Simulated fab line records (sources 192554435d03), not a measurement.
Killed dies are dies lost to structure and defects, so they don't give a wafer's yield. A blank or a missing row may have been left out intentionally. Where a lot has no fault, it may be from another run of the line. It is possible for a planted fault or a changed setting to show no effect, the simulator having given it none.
Chamber matching / flow n5Finfet / N5_BEOL_M5_DESCUM_16 on rieDiel-06: 4 sister chambers
The step chemistry O2, time 7 s. 4 wafers are shown with their chamber, then 12 later ones without.

WAFERS PAIRED WITH THEIR CHAMBERS
wafer=L084.3; chamber=1; drypumpMotorCurrentA (A)=4.7
wafer=L088.1; chamber=2; drypumpMotorCurrentA (A)=5.4
wafer=L088.2; chamber=3; drypumpMotorCurrentA (A)=5.9
wafer=L088.3; chamber=0; drypumpMotorCurrentA (A)=5.7

WAFERS WITHOUT THEIR CHAMBER
wafer=L088.4; drypumpMotorCurrentA (A)=5.4
wafer=L088.5; drypumpMotorCurrentA (A)=5.9
wafer=L088.6; drypumpMotorCurrentA (A)=5.7
wafer=L091.2; drypumpMotorCurrentA (A)=5.9
wafer=L091.3; drypumpMotorCurrentA (A)=5.6
wafer=L091.5; drypumpMotorCurrentA (A)=5.9
wafer=L094.2; drypumpMotorCurrentA (A)=5.9
wafer=L094.4; drypumpMotorCurrentA (A)=4.7
wafer=L094.6; drypumpMotorCurrentA (A)=5.7
wafer=L097.2; drypumpMotorCurrentA (A)=5.6
wafer=L097.3; drypumpMotorCurrentA (A)=4.7
wafer=L097.4; drypumpMotorCurrentA (A)=5.4

WHICH CHAMBER EACH ONE RAN IN
wafer=L088.4; from the rows above=2; in truth=2
wafer=L088.5; from the rows above=3; in truth=3
wafer=L088.6; from the rows above=0; in truth=0
wafer=L091.2; from the rows above=3; in truth=3
wafer=L091.3; from the rows above=0; in truth=0
wafer=L091.5; from the rows above=3; in truth=3
wafer=L094.2; from the rows above=3; in truth=3
wafer=L094.4; from the rows above=1; in truth=1
wafer=L094.6; from the rows above=0; in truth=0
wafer=L097.2; from the rows above=0; in truth=0
wafer=L097.3; from the rows above=1; in truth=1
wafer=L097.4; from the rows above=2; in truth=2
12 of 12 placed correctly. Not placeable from these rows: 0. Wrongly placed: 0.
How it was worked out, from the rows above alone: a wafer's distance from a chamber is the root of the sum, over the readings, of the square of ((its reading less the chamber's mean) divided by the reading's scatter). The wafer belongs to the nearest chamber; if the next one is less than 2 further off, it can't be placed. Each chamber's mean is taken over the wafers shown for it. The scatter (one wafer shown for each chamber): square how far every hidden wafer sits from the nearest shown wafer, average those squares and take the square root.
